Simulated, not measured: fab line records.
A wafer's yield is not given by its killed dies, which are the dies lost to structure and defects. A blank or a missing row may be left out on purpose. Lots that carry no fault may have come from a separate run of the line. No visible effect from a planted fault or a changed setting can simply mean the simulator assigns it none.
Matching of chambers :: flow nand-harc :: 3 sister chambers for NHARC_A_STAIRCASE_DEP_322 on pecvd-02
The step deposits SiO2, target thk 7200 nm. 6 wafers are shown with their chamber, then 9 later ones without.

## EACH WAFER AND ITS CHAMBER
wafer: L081.3
chamber: 1
heater-power-w (W): 739
heater-power-outer-w (W): 430

wafer: L081.5
chamber: 2
heater-power-w (W): 617
heater-power-outer-w (W): 384

wafer: L082.4
chamber: 2
heater-power-w (W): 614
heater-power-outer-w (W): 386

wafer: L083.3
chamber: 0
heater-power-w (W): 926
heater-power-outer-w (W): 541

wafer: L083.4
chamber: 0
heater-power-w (W): 758
heater-power-outer-w (W): 405

wafer: L083.6
chamber: 1
heater-power-w (W): 605
heater-power-outer-w (W): 328

## WAFERS MISSING THEIR CHAMBER
wafer: L089.1
heater-power-w (W): 646
heater-power-outer-w (W): 396

wafer: L089.3
heater-power-w (W): 722
heater-power-outer-w (W): 408

wafer: L089.6
heater-power-w (W): 604
heater-power-outer-w (W): 320

wafer: L090.2
heater-power-w (W): 703
heater-power-outer-w (W): 452

wafer: L090.5
heater-power-w (W): 756
heater-power-outer-w (W): 413

wafer: L090.6
heater-power-w (W): 625
heater-power-outer-w (W): 391

wafer: L091.2
heater-power-w (W): 822
heater-power-outer-w (W): 471

wafer: L091.3
heater-power-w (W): 620
heater-power-outer-w (W): 336

wafer: L091.5
heater-power-w (W): 621
heater-power-outer-w (W): 381

## THE CHAMBER EACH PASSED THROUGH
wafer: L089.1
from the rows above: can't be placed: 2 or 1
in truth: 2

wafer: L089.3
from the rows above: can't be placed: 1 or 2 or 0
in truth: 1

wafer: L089.6
from the rows above: can't be placed: 2 or 1
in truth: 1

wafer: L090.2
from the rows above: can't be placed: 1 or 2 or 0
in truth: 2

wafer: L090.5
from the rows above: can't be placed: 1 or 0 or 2
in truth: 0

wafer: L090.6
from the rows above: can't be placed: 2 or 1
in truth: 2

wafer: L091.2
from the rows above: can't be placed: 0 or 1
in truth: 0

wafer: L091.3
from the rows above: can't be placed: 2 or 1
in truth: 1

wafer: L091.5
from the rows above: can't be placed: 2 or 1
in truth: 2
0 of 9 placed correctly. Unplaceable from these rows: 9, with the true chamber sitting among the candidates in 9. Placed wrongly: 0.
How it was worked out, from the rows above alone: a wafer's distance from a chamber is the root of the sum, over the readings, of the square of ((its reading less the chamber's mean) divided by the reading's scatter). If the next closest chamber is less than 2 further off than the closest, the wafer can't be placed; otherwise it belongs to the closest. For every chamber, the mean is computed from those of its wafers that are shown. The scatter is the square root of a quotient: the sum, over the shown wafers, of each reading's squared deviation from its chamber's mean, divided by wafers minus chambers.
